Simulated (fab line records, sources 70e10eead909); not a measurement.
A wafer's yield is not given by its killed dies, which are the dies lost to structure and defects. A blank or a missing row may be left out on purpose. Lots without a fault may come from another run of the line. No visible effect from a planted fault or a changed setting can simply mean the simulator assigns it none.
fab line records ; flow nand_harc
[record] lots = 6; wafers = 16; last_day = 32
route steps=1302 shown P_START@1 P_ZERO_WELL@2 END@1302
lots untouched by any fault: they come from a run of this same line in which no faults occurred
start_h: start of the lot's first displayed wafer, in hours after the record's first day ; wait_h: hours elapsed since this lot's preceding step ; " repeats the value in the row above ; L1.1+2: a single row standing in for several wafers ; - value missing, or start not given ; * or withheld: withheld ; < > ~ a bound
route shown NAME@n: a module of which the file shows steps, and the number in the route of the first ; usual: average and standard deviation across the fault-free wafers ; same: alike in all rows ; chamber/n: place in a boat ; sites: per-site readings ; _std_site: the values' standard deviation ; _edge_site: outer sites' mean less inner sites' ; radius_mm: how far each site lies from the wafer's centre ; mask NAME#n: copy n ; behind: tool/chamber where the wafer was last shaped ; hold: why the lot was held/for how many hours/how that ended ; device: whichever transistor did not switch (one of n, p or np) ; end of line: tests run on the same wafers once the route is complete ; step lacking rows: just its recipe ; killed: dies lost to structure and defects at the first sort, not the wafer's yield ; map: a wafer's dies, marking killed ones x, the rest . and places with no die _
set.NAME: the run value of the setting; set.NAME@STEP: its run value at that earlier step ; model.NAME: the simulator's own value behind a step, which no gauge read
certain route steps with their lots: each step a table, each wafer a row
services: a tool's chamber out of use, with start hour (start_h, from the record's first day; less than 0 if before it), hours out, and reason
[[steps]]
[step NHARC_P_START_INSPECT_01]
[usual] raw_defect_count = 3.5/1.8
lot.wafer;tool;chamber;start_h;wait_h;raw_defect_count
L176.2;defect_inspect-01;-;50.04;-;4
L176.3;defect_inspect-01;-;50.04;-;3
L176.4;defect_inspect-01;-;50.04;-;4
L180.1;defect_inspect-02;-;90.04;-;3
L180.2;defect_inspect-02;-;90.04;-;1
L180.5;defect_inspect-02;-;90.04;-;5
L188.1;defect_inspect-01;-;170.04;-;2
L188.5;defect_inspect-01;-;170.04;-;1
L190.1;defect_inspect-01;-;190.04;-;4
L190.6;defect_inspect-01;-;190.04;-;6
L192.3;defect_inspect-01;-;210.05;-;1
L192.4;defect_inspect-01;-;210.05;-;2
L192.6;defect_inspect-01;-;210.05;-;3
L193.1;defect_inspect-02;-;220.04;-;3
L193.2;defect_inspect-02;-;220.04;-;2
L193.5;defect_inspect-02;-;220.04;-;3
[step NHARC_P_ZERO_WELL_PRECLEAN_00]
[recipe] time_s = 600; temp_c = 120; chemistry = SPM
[step NHARC_P_ZERO_WELL_SRD_01]
[step NHARC_P_ZERO_WELL_PECVD_02]
[recipe] target_thk_a = 100; temp_c = 400; pressure_torr = 6.5; rf_w = withheld; teos_flow_sccm = withheld; flow_sccm = 2650; target_thk_nm = 10; gas = O2; material = SiO2
[step NHARC_P_ZERO_WELL_DEHYDRATE_03]
[recipe] temp_c = 150; time_s = 120
[step NHARC_P_ZERO_WELL_HMDS_04]
[recipe] time_s = 30
[step NHARC_P_ZERO_WELL_COAT_64]
[recipe] temp_c = 200; time_s = 65
[step NHARC_P_ZERO_WELL_COAT_05]
[recipe] spin_rpm = 2000; resist_thk_nm = 600
[step NHARC_P_ZERO_WELL_SOFTBAKE_06]
[recipe] temp_c = 125; time_s = 70
[usual] heater_power_total_W = 200.9/1.3
lot.wafer;tool;chamber;start_h;wait_h;heater_power_total_W
L176.2;litho_track-02;0;50;-;199.0
L176.3;litho_track-02;0;50;-;202.2
L176.4;litho_track-02;0;50;-;202.5
L180.1;litho_track-05;0;90;-;199.7
L180.2;litho_track-05;0;90;-;202.2
L180.5;litho_track-05;0;90;-;199.9
L188.1;litho_track-05;0;170;-;206.2
L188.5;litho_track-05;0;170;-;200.0
L190.1;litho_track-05;0;190;-;206.2
L190.6;litho_track-05;0;190;-;201.4
L192.3;litho_track-02;0;210;-;202.6
L192.4;litho_track-02;0;210;-;202.5
L192.6;litho_track-02;0;210;-;199.2
L193.1;litho_track-02;0;220;-;202.0
L193.2;litho_track-02;0;220;-;199.8
L193.5;litho_track-02;0;220;-;201.3
[step NHARC_P_ZERO_WELL_EBR_07]
[step NHARC_END_SORT_01]
[recipe] temp_c = 25
[usual] killed_at_array = 58/20; killed_at_other = 0.8/1; killed_at_periphery = 4.6/2.8; killed_dies = 63/19; killed_open = 3.4/2; killed_short = 2.4/1.8
[same] gross_dies = 677
lot.wafer;tool;chamber;start_h;wait_h;killed_at_array;killed_at_other;killed_at_periphery;killed_dies;killed_open;killed_short
L176.2;prober-01;0;588.83;2.8;61;1;4;66;3;1
L176.3;prober-01;0;589.62;3.1;46;0;1;47;3;3
L176.4;prober-01;0;590.41;3.4;67;0;2;69;3;2
L180.1;prober-02;0;642.80;2.5;45;0;3;48;2;3
L180.2;prober-02;0;643.60;2.8;60;0;4;64;4;1
L180.5;prober-02;0;646.03;3.7;53;1;3;57;5;1
L188.1;prober-01;0;716.95;2.5;70;0;3;73;3;1
L188.5;prober-01;0;720.12;3.7;88;0;6;94;4;1
L193.1;prober-01;0;749.59;2.5;53;1;6;60;5;3
L193.2;prober-01;0;750.39;2.8;47;1;5;53;3;3
L193.5;prober-01;0;752.79;3.7;56;0;5;61;8;3
L192.3;prober-02;0;751.19;3.1;67;0;1;68;1;2
L192.4;prober-02;0;751.99;3.4;66;0;3;69;2;2
L192.6;prober-02;0;753.60;4.0;50;0;0;50;2;1
L190.1;prober-01;0;761.47;2.5;55;0;2;57;4;1
L190.6;prober-01;0;765.47;4.0;53;0;4;57;4;3
// killed by level:class
L176.2 A_SLIT:chamber_film_flake=26 A_CHANNEL_HOLE_D2:chamber_film_flake=21 A_CHANNEL_HOLE_D1:chamber_film_flake=3 A_CONTACT:chamber_film_flake=3 A_BONDPAD:chamber_film_flake=3 P_CONTACT:geometric_particle:open=2 P_GATE:chamber_film_flake=2 A_CHANNEL_FILL_D1:chamber_film_flake=2
L176.3 A_CHANNEL_HOLE_D2:chamber_film_flake=22 A_SLIT:chamber_film_flake=11 A_DECK1_JOINT:chamber_film_flake=3 A_BONDPAD:chamber_film_flake=3 A_ONON_D2:geometric_particle:short=2 P_CONTACT:geometric_particle:open=1 A_DECK1_JOINT:geometric_particle:short=1 A_ONON_D2:geometric_particle:open=1
L176.4 A_CHANNEL_HOLE_D2:chamber_film_flake=31 A_SLIT:chamber_film_flake=22 A_BONDPAD:chamber_film_flake=6 A_CHANNEL_FILL_D1:chamber_film_flake=2 P_CONTACT:geometric_particle:open=1 A_SOURCE_PLATE:geometric_particle:short=1 A_ONON_D2:geometric_particle:short=1 A_ONON_D2:geometric_particle:open=1
L180.1 A_SLIT:chamber_film_flake=17 A_CHANNEL_HOLE_D2:chamber_film_flake=8 A_M1:chamber_film_flake=6 A_WL_FILL:chamber_film_flake=3 A_CHANNEL_HOLE_D1:chamber_film_flake=2 A_CONTACT:chamber_film_flake=2 P_GATE:geometric_particle:open=1 A_ONON_D1:geometric_particle:short=1
L180.2 A_SLIT:chamber_film_flake=25 A_CHANNEL_HOLE_D2:chamber_film_flake=12 A_CHANNEL_HOLE_D1:chamber_film_flake=5 A_CHANNEL_FILL_D1:chamber_film_flake=5 A_WL_FILL:chamber_film_flake=3 A_M1:chamber_film_flake=3 A_CONTACT:chamber_film_flake=2 P_GATE:geometric_particle:open=1
L180.5 A_SLIT:chamber_film_flake=26 A_CHANNEL_HOLE_D2:chamber_film_flake=10 A_CHANNEL_HOLE_D1:chamber_film_flake=5 A_CHANNEL_HOLE_D1:geometric_particle:open=2 P_CONTACT:chamber_film_flake=2 A_CHANNEL_FILL_D1:chamber_film_flake=2 A_WL_FILL:geometric_particle:open=1 A_CONTACT:geometric_particle:open=1
L188.1 A_CHANNEL_HOLE_D2:chamber_film_flake=21 A_CHANNEL_HOLE_D1:chamber_film_flake=19 A_SLIT:chamber_film_flake=13 A_CONTACT:chamber_film_flake=9 A_SGD_CUT:chamber_film_flake=4 P_CONTACT:geometric_particle:open=2 A_STAIRCASE:chamber_film_flake=2 A_ONON_D1:geometric_particle:open=1
L188.5 A_SLIT:chamber_film_flake=30 A_CHANNEL_HOLE_D1:chamber_film_flake=22 A_CONTACT:chamber_film_flake=13 A_CHANNEL_HOLE_D2:chamber_film_flake=12 A_SGD_CUT:chamber_film_flake=7 P_GATE:geometric_particle:open=1 P_CONTACT:geometric_particle:open=1 P_M2:geometric_particle:open=1
L193.1 A_SLIT:chamber_film_flake=22 A_CHANNEL_HOLE_D1:chamber_film_flake=14 A_CONTACT:chamber_film_flake=5 P_GATE:chamber_film_flake=3 A_M1:chamber_film_flake=3 A_CHANNEL_FILL_D2:chamber_film_flake=2 P_GATE:geometric_particle:open=1 P_M0:geometric_particle:short=1
L193.2 A_SLIT:chamber_film_flake=30 A_CHANNEL_HOLE_D1:chamber_film_flake=6 P_GATE:chamber_film_flake=3 A_CONTACT:chamber_film_flake=3 A_CHANNEL_HOLE_D2:chamber_film_flake=2 P_M0:geometric_particle:open=1 A_ONON_D1:geometric_particle:open=1 A_CHANNEL_FILL_D1:geometric_particle:short=1
L192.3 A_CHANNEL_HOLE_D2:chamber_film_flake=30 A_CHANNEL_HOLE_D1:chamber_film_flake=18 A_SLIT:chamber_film_flake=6 A_CONTACT:chamber_film_flake=6 A_ONON_D1:geometric_particle:open=1 A_DECK1_JOINT:geometric_particle:short=1 A_ONON_D2:geometric_particle:short=1 P_ZERO_WELL:chamber_film_flake=1
L192.4 A_CHANNEL_HOLE_D1:chamber_film_flake=40 A_CHANNEL_HOLE_D2:chamber_film_flake=13 A_SLIT:chamber_film_flake=3 A_CHANNEL_FILL_D2:chamber_film_flake=3 P_STI:geometric_particle:short=1 P_M2:geometric_particle:open=1 A_ONON_D1:geometric_particle:open=1 A_CHANNEL_FILL_D1:geometric_particle:short=1
L193.5 A_SLIT:chamber_film_flake=26 A_CHANNEL_HOLE_D1:chamber_film_flake=12 A_CONTACT:chamber_film_flake=4 A_WL_FILL:geometric_particle:open=2 P_M0:chamber_film_flake=2 A_CHANNEL_FILL_D2:chamber_film_flake=2 P_CONTACT:geometric_particle:open=1 A_ONON_D1:geometric_particle:short=1
L192.6 A_CHANNEL_HOLE_D1:chamber_film_flake=22 A_CHANNEL_HOLE_D2:chamber_film_flake=18 A_SLIT:chamber_film_flake=2 A_CHANNEL_FILL_D2:chamber_film_flake=2 A_CONTACT:chamber_film_flake=2 A_CHANNEL_FILL_D1:geometric_particle:open=1 A_BLC:geometric_particle:open=1 A_M0:geometric_particle:short=1
L190.1 A_SLIT:chamber_film_flake=23 A_CHANNEL_HOLE_D1:chamber_film_flake=11 A_STAIRCASE:chamber_film_flake=8 A_CONTACT:chamber_film_flake=6 A_WL_FILL:chamber_film_flake=3 P_M0:geometric_particle:open=1 A_SOURCE_PLATE:geometric_particle:open=1 A_CHANNEL_FILL_D1:geometric_particle:open=1
L190.6 A_SLIT:chamber_film_flake=26 A_CHANNEL_HOLE_D1:chamber_film_flake=13 A_STAIRCASE:chamber_film_flake=5 P_M0:chamber_film_flake=2 A_WL_FILL:chamber_film_flake=2 P_M0:geometric_particle:short=1 A_ONON_D1:geometric_particle:short=1 A_CHANNEL_FILL_D1:geometric_particle:open=1
[[services]]
tool;chamber;start_h;hours;kind
litho_track-02;-;52.00;7.0;pm
litho_track-05;-;124.00;7.0;pm
[[key]]
[first_sign] step = NHARC_P_ZERO_WELL_SOFTBAKE_06; reading = heater_power_total_W; direction = up; sigmas = 4.1; usual = *; struck = *
effect none on later readings
met_at NHARC_P_ZERO_WELL_SOFTBAKE_06
struck_wafers L188.1,L190.1
tester_left_out L188,L190
onset_between 90 170
[fault] kind = process_parameter_drift; tool = litho_track-05; chamber = -; onset_h = 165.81; steps = NHARC_P_ZERO_WELL_SOFTBAKE_06; channel = time_s; offset = *; shape = step; end_h = 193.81; scope = struck_wafers_only; acts_in = *; stated = *
// tester_left_out: of these lots the tester's yield and bins aren't shown, on N5 and GAA mostly nor the transistor test; their killed dies are dies lost to structure and defects alone, not to doping, threshold or leakage, so they don't give the yield
